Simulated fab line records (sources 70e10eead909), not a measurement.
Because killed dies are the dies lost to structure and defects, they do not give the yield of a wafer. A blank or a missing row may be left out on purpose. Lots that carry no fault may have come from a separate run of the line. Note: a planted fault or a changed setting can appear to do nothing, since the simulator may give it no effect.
Problem report in the 8D (eight disciplines) form, filled by code    flow nand harc    the parts of the form that need people (team, actions taken, sign-off) are left out

== 1. THE ISSUE ==
Wafers with no fault read 299.99 C with a standard deviation of 0.19, whereas susceptor temp C at NHARC_A_CHANNEL_FILL_D2_ALD_14 reads a mean of 315.65 C on 1 wafer of 1 lot. That puts it +82 standard deviations away from the usual mean.
The step: deposits SiO2, target thk 2.5 nm, pulse time 10 s, ald cycles 25.
First observed at day 19 23:32: wafer L997.1, on ald hk-04. The record has a number at this step for 33 wafers belonging to 11 lots. Rule for "out", or "out of limits": more than 4 standard deviations from the usual mean. The other wafers with a number count as sound.

== 2. WHAT IT IS; WHAT IT IS NOT ==
question                     is                 is not
which readings at this step  susceptor temp C   heater power w, precursor pulse height rel
which lots                   L997               L103, L105, L106, L984, L988, L989, L990, L991, L993, L996
which wafers of those lots   L997.1             L997.3, L997.6
read on which tools          ald hk-04          ald hk-01, ald hk-02
when                         from day 19 23:32  up to then (23 sound wafers); but 9 sound wafers of L103, L105, L106 came after

== 3. WHAT RULES OUT EACH SUSPECT ==
Counting: if a tool at a process step up to the reading ran every lot that is out, it stays a suspect. Sound lots after the first of them don't rule it out here, since some wafers of a struck lot are sound.
- har etch-01 at NHARC_A_CHANNEL_HOLE_D2_ETCH_21 (etches the open film in C4F8/O2/Ar, time 514.3 s, target depth 1600 nm): kept. It processed L997, the lot that is out, at day 19 11:05, and its most recent sound lot before then was L993 at day 17 01:35.
- har etch-01 at NHARC_A_CHANNEL_HOLE_D2_ETCH_26 (etches the open film in C4F8/O2/Ar, time 224.1 s, target depth 300 nm): kept. It processed L997, the lot that is out, at day 19 14:25, and its most recent sound lot before then was L993 at day 17 04:58.
- ald hk-01 at NHARC_A_CHANNEL_FILL_D2_ALD_02 (deposits SiO2, target thk 6 nm, pulse time 10 s, ald cycles 60): kept. It processed L997, the lot that is out, at day 19 16:40, and its most recent sound lot before then was L989 at day 15 12:16.
- ald hk-04 at NHARC_A_CHANNEL_FILL_D2_ALD_14 (deposits SiO2, target thk 2.5 nm, pulse time 10 s, ald cycles 25): kept. It processed L997, the lot that is out, at day 19 23:32, and its most recent sound lot before then was L996 at day 18 15:40. Its own susceptor temp C readings are out on those wafers.
- In ald hk-01 at NHARC_A_CHANNEL_FILL_D2_ALD_02, the wafers that are out were processed in chamber 0 and their sound lot-mates in chambers 2, 3.
- In ald hk-04 at NHARC_A_CHANNEL_FILL_D2_ALD_14, the wafers that are out were processed in chamber 2 and their sound lot-mates in chambers 0, 3.
Left after counting: har etch-01 at NHARC_A_CHANNEL_HOLE_D2_ETCH_21, har etch-01 at NHARC_A_CHANNEL_HOLE_D2_ETCH_26, ald hk-01 at NHARC_A_CHANNEL_FILL_D2_ALD_02, ald hk-04 at NHARC_A_CHANNEL_FILL_D2_ALD_14.

== 4. THE CAUSE (what the simulator had put in) ==
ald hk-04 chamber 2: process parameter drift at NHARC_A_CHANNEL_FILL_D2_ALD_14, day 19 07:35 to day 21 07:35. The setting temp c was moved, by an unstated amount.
After counting, 4 suspects remain, this tool included.

== 5. THE EFFECT CHAIN, in route order ==
One row per reading whose mean, taken over the struck wafers that have a number, lies over 3 standard deviations from the usual. Scope: only readings with a usual standard deviation given in the record; hours: median across lots of the time from each lot's start at the first step in this table that gives one to its start at this step; sigmas: change in usual standard deviations.
hours  step                            reading           usual     on struck wafers  change  sigmas
0      NHARC_A_CHANNEL_FILL_D2_ALD_14  susceptor temp C  299.99 C  315.65            +15.66  +82
The process steps in it:
- NHARC_A_CHANNEL_FILL_D2_ALD_14: deposits SiO2, target thk 2.5 nm, pulse time 10 s, ald cycles 25.
At these later measuring or inspecting steps, every struck wafer for which the step has a row has a number for every such reading, and none has moved that far: NHARC_END_SORT_01.

== 6. HOW IT WOULD HAVE BEEN CAUGHT EARLIER ==
In this record no reading fell out of limits until day 19 23:32, 16 hours after the fault had begun at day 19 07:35.
